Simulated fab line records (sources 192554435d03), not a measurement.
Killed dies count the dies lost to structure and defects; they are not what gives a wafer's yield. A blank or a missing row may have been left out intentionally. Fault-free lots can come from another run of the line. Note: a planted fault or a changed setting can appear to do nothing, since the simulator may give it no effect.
Split-lot trial ; flow n5-finfet ; 7 lots, 21 wafers read, on a route of 1938 steps

## ON THE SPLIT
At N5_MOL_CONTACT_COAG_COAT_77 (time 60 s, resist thk 10 nm), the setting spin-rpm was moved away from the recipe's 1500 rpm on 5 of the 21 wafers read, by -9.2% to +10.4%. The other wafers ran this setting at the recipe's value.

## FROM THE SPLIT TO THE READING: what the file shows between them, 3 steps
- N5_MOL_CONTACT_COAG_COAT_78: resist thk 40 nm
- N5_MOL_CONTACT_COAG_EBR_80
- N5_MOL_CONTACT_COAG_DESCUM_88: chemistry O2, time 7 s

## THE READING
etch.depth-nm (the simulator's own value, which no gauge read), in nm, at N5_MOL_CONTACT_COAG_ETCH_89 (etches underlayer in N2/H2, target depth 13 nm, time 10.4 s). There is no usual value for it anywhere in the file. Here, 16 wafers ran the recipe; their average is 9.988 nm with a standard deviation of 0.026 nm.

wafer;tool, chamber at the split;spin-rpm as run, rpm;against the recipe;etch.depth-nm, nm;against lot-mates on the recipe
L075.2;litho-track-03, 0;1626;+8.4%;9.627;-0.378
L075.3;litho-track-03, 0;1500;recipe;10.02;-
L075.4;litho-track-03, 0;1500;recipe;9.99;-
L078.1;litho-track-05, 0;1500;recipe;9.953;-
L078.2;litho-track-05, 0;1500;recipe;9.974;-
L078.5;litho-track-05, 0;1500;recipe;9.97;-
L080.2;litho-track-03, 0;1500;recipe;10;-
L080.4;litho-track-03, 0;1500;recipe;10.02;-
L080.6;litho-track-03, 0;1500;recipe;10.02;-
L081.3;litho-track-05, 0;1651;+10.1%;9.531;-0.479
L081.5;litho-track-05, 0;1500;recipe;10.01;-
L081.6;litho-track-05, 0;1500;recipe;10.01;-
L087.3;litho-track-01, 0;1500;recipe;9.954;-
L087.4;litho-track-01, 0;1500;recipe;10.02;-
L087.6;litho-track-01, 0;1500;recipe;9.955;-
L093.4;litho-track-05, 0;1362;-9.2%;10.48;+0.497
L093.5;litho-track-05, 0;1362;-9.2%;10.51;+0.527
L093.6;litho-track-05, 0;1500;recipe;9.983;-
L096.2;litho-track-01, 0;1656;+10.4%;9.493;-0.470
L096.4;litho-track-01, 0;1500;recipe;9.98;-
L096.5;litho-track-01, 0;1500;recipe;9.946;-

FIT RESULTS
A straight line over all 21 wafers: etch.depth-nm changes by -0.0494 nm for each +1% of spin-rpm; r = -0.99; the points scatter about the line by 0.032 nm.
The same after taking each lot's own level away (the mean of its wafers on the recipe; 21 wafers): -0.0499 nm for each +1%; r = -0.99; scatter 0.026 nm.
That fit puts the effect of the largest move of spin-rpm on the reading at 0.52 nm.
Across the lots, their own levels run from 9.9630 to 10.0133 nm, a range of 1.9 times the standard deviation given above.
The two slopes are in agreement: the lot-to-lot level therefore moves the slope only a little.
Check: -0.522 nm against its lot-mates is what the line predicts for one of the wafers moved furthest among these (+10.4%) when that wafer is left out of the fit. Against them it came out at -0.47 nm.

## THE WHOLE CHAIN: every reading that the file lists as answering this split, in the file's order
step;what it does;reading;change (the file's fit);r (the file's)
N5_MOL_CONTACT_COAG_COAT_77;time 60 s, resist thk 10 nm;underlayer_of_MOL_CONTACT_COAG_COAT_77.thk-nm (the simulator's own value, which no gauge read);-0.05 nm for each +1% of the setting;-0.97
N5_MOL_CONTACT_COAG_ETCH_89;etches underlayer in N2/H2, target depth 13 nm, time 10.4 s;etch.depth-nm (the simulator's own value, which no gauge read);-0.0482 nm for each +1% of the setting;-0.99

## THE FILE'S OWN FIT
etch.depth-nm changes by -0.0482 nm for each +1% of spin-rpm, r = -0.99.
